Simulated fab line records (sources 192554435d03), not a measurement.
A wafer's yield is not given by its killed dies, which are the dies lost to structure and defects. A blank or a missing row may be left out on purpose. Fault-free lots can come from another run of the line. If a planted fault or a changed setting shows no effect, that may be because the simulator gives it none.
A struck lot beside a sound one    flow n5 finfet    37 out of 1938 route steps
Sound: these wafers, L312.1, L312.2, L312.4. Wafers L326.1, L326.4, L326.5 were the ones struck. Last of all comes the cause.
For every step that has rows: the tool of each side, followed by ch and its chambers, followed by its first start. Under that, the readings that differ: sound wafers    struck wafers    difference of the means    sigmas: that difference in standard deviations of wafers without a fault.
alike: readings with means less than 2 such deviations apart, plus words and numbers identical on both sides. not compared: withheld readings, readings lacking a value on some wafer, bounds such as >300 that could conceal the same value, and numbers that have no deviation in the record and whose values overlap.
Wherever a step has rows on one side only, a row that says differs or no value, or a row with sigmas, the two part there. When numbers do not overlap yet have no deviation, they are printed without sigmas and do not part them. Lack of a reading on every wafer of one side parts them only where that side has two or more wafers.

first, 9 steps without rows for these wafers: N5_BEOL_M4_ANNEAL_95 (time 240 s); N5_BEOL_M4_SPUTTER_96 (material Cu, target thk 4.5 nm, time 8.29 s); N5_BEOL_M4_ECD_50 (material Cu, target thk 300 nm); N5_BEOL_M4_ANNEAL_51 (time 90 s); N5_BEOL_M4_CMP_52 (polishes, stops on SiOC, t overpolish 6.8 s, target thk 40 nm); N5_BEOL_M4_PRE_CLEAN_60 (time 15 s); N5_BEOL_M4_CO_CAP_55 (material Co, precursor CCTBA/H2, target thk 2 nm, time 102.1 s); N5_BEOL_M4_PRE_CLEAN_56 (time 15 s); N5_BEOL_M4_DEP_57 (deposits SiCN from 3MS/NH3, target thk 8 nm, time 14 s).
N5_BEOL_M4_RC_MEAS_101:
  sound on prober-02 ch 0, day 9 21:53; struck on prober-01 ch 0, day 12 16:58
  alike: DIBL_N, DIBL_P, IOFF_N, IOFF_P, ION_N, ION_P, SS_N, SS_P, VT_N, VT_P
then, 24 steps without rows for these wafers: N5_BEOL_M5_ILD_DEP_00 (deposits SiCOH lowk from DEMS/porogen, target thk 140.64 nm, time 25.9 s); N5_BEOL_M5_CURE_79 (cures SiCOH lowk, time 240 s); N5_BEOL_M5_PECVD_70 (deposits SiO2 from TEOS/O2, target thk 16 nm, time 18 s); N5_BEOL_M5_HM_DEP_02 (deposits TiN, target thk 20 nm); N5_BEOL_M5_COAT_59 (time 60 s, resist thk 60 nm); N5_BEOL_M5_COAT_60 (time 60 s, resist thk 12 nm); N5_BEOL_M5_COAT_71 (time 60 s, resist thk 5 nm); N5_BEOL_M5_COAT_05 (resist thk 30 nm); N5_BEOL_M5_EBR_07; N5_BEOL_M5_SOFTBAKE_06 (time 60 s); N5_BEOL_M5_EXPOSE_08 (exposes mask M5, target cd 28 nm); N5_BEOL_M5_PEB_09 (peb time 60 s); N5_BEOL_M5_DEVELOP_10 (develop time 30 s); N5_BEOL_M5_DESCUM_16 (chemistry O2, time 7 s); N5_BEOL_M5_ETCH_72 (etches underlayer in N2/H2, target depth 6.5 nm, time 5.2 s); N5_BEOL_M5_ETCH_61 (etches SiARC in CF4, target depth 15.6 nm, time 26 s); N5_BEOL_M5_ETCH_62 (etches SOC in N2/H2, target depth 75 nm, overetch 15 nm, time 112.5 s); N5_BEOL_M5_STRIP_63 (strips in N2/H2); N5_BEOL_M5_STRIP_73 (strips in N2/H2); N5_BEOL_M5_STRIP_64 (strips in CF4); N5_BEOL_M5_HM_OPEN_17 (chemistry Cl2/BCl3, target TiN, target depth 20 nm, overetch 6 nm); N5_BEOL_M5_STRIP_19 (strips in O2); N5_BEOL_M5_COAT_65 (time 60 s, resist thk 60 nm); N5_BEOL_M5_COAT_66 (time 60 s, resist thk 12 nm).
N5_BEOL_M7_ETCH_66: etches SOC in N2/H2, target depth 80 nm, overetch 16 nm, time 120 s.
  sound on rie diel-02 ch 0,1,3, day 10 23:34; struck on rie diel-01 ch 1,2,3, day 14 01:47
  no value came back on the struck wafers for any of 9 readings (bias w (W), chamber pressure mTorr (mTorr) and others); on the sound wafers bias w (W) reads 150.3 149.2 149.6
reading                                          sound      struck          difference  sigmas
model.CAR-EUV_of_BEOL_M7_COAT_22.thk nm (nm)     0 0 0      11.4 11.4 11.2  +11.3       
model.SiARC_of_BEOL_M7_COAT_64.thk nm (nm)       6 6.4 6.2  12 12 12        +6          
model.underlayer_of_BEOL_M7_COAT_71.thk nm (nm)  0 0 0      5 5 5           +5          
N5_BEOL_M7_VIA_ETCH_34: etches SiCOH lowk in C4F6/O2, target depth 125.5 nm, time 50.5 s.
  sound on rie diel-02 ch 0,1,3, day 10 23:40; struck on rie diel-01 ch 1,2,3, day 14 01:53
reading                sound           struck             difference  sigmas
C4F6_flow_sccm (sccm)  9.93 9.98 9.97  10.02 10.03 10.05  +0.07       +2
oes product au (a.u.)  0.69 0.71 0.72  0.26 0.32 0.27     -0.42       -5
  alike: O2_flow_sccm, drypump motor current A, oes_f_703_au, rf vpp V, showerhead plenum p Torr, throttle valve pct
  not compared: rf hours counter h
-- the record jumps here: 3 days lie between the struck wafers' starts before and after (it left off in module BEOL_M7 and takes up again in module PASSIVATION, whose first step shown is number 1936 of the route) --
N5_PASSIVATION_PROBE_49:
  sound on prober-01, day 14 23:28; struck on prober-01, day 17 07:28
reading                   sound           struck          difference  sigmas
defect limited yield (%)  89.4 91.9 91.1  0 0 0           -91         -65
killed_at_M4_up           24 15 10        1120 1096 1082  +1083       +99 or more
killed dies               125 95 105      1180 1180 1180  +1072       +67
killed on rim             13 6 13         152 152 152     +141        +34
sort_bin_5_function (%)   6.2 4.3 5.1     97.4 96.0 96.0  +91.3       +99 or more
sort n pass               1055 1085 1075  0 0 0           -1072       -63
sort yield pct (%)        89.4 91.9 91.1  0 0 0           -91         -61
  alike: killed_at_M0_to_M3, killed at contacts, killed at front end, killed at other, killed open, killed short, sort_bin_6_memory

## WHERE THEY PART
Last at N5_PASSIVATION_PROBE_49 as far as this record goes, first at N5_BEOL_M7_ETCH_66.

WHY: what had been put in by the simulator
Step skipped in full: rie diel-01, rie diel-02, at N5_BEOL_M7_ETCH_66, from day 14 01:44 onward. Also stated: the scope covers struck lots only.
